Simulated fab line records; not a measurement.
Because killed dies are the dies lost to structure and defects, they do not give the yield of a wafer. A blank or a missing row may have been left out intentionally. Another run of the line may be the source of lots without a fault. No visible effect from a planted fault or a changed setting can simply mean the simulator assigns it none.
Matching of chambers -- flow n5 finfet -- N5_BEOL_M5_DEP_56 on pecvd-01 has 3 sister chambers
The step deposits SiCN from 3MS/NH3, target thk 8 nm, time 14 s. 6 wafers are shown with their chamber, then 12 later ones without.

EACH WAFER AND ITS CHAMBER
wafer,chamber,throttle valve pct (%),showerhead plenum p Torr (Torr)
L086.4,1,9.5,3.652
L086.5,2,8.2,3.661
L086.6,0,8.5,3.661
L089.2,2,8.2,3.658
L089.4,0,8.5,3.661
L089.6,1,9.8,3.657

WAFERS WHOSE CHAMBER IS MISSING
wafer,throttle valve pct (%),showerhead plenum p Torr (Torr)
L092.2,8.6,3.659
L092.5,9.5,3.657
L092.6,8.4,3.658
L094.4,9.5,3.659
L094.5,7.9,3.668
L094.6,9.6,3.645
L095.1,8.1,3.656
L095.5,9.6,3.663
L095.6,8.3,3.652
L097.1,9.7,3.644
L097.4,8.2,3.657
L097.5,9.3,3.652

WHICH CHAMBER EACH WENT THROUGH
wafer,from the rows above,in truth
L092.2,0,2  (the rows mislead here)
L092.5,1,1
L092.6,can't be placed: 0 or 2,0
L094.4,1,1
L094.5,can't be placed: 2 or 0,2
L094.6,1,1
L095.1,2,2
L095.5,1,1
L095.6,can't be placed: 2 or 0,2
L097.1,1,1
L097.4,can't be placed: 2 or 0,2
L097.5,1,1
Placed correctly: 7 of 12. Can't be placed from these rows: 4 (the true chamber is among the candidates in 4). Number placed wrongly: 1.
How it was worked out, from the rows above alone: a wafer's distance from a chamber is the root of the sum, over the readings, of the square of ((its reading less the chamber's mean) divided by the reading's scatter). The wafer belongs to the nearest chamber; if the next one is less than 2 further off, it can't be placed. A chamber's mean is the mean of its shown wafers. The scatter is the square root of a quotient: the sum, over the shown wafers, of each reading's squared deviation from its chamber's mean, divided by wafers minus chambers.
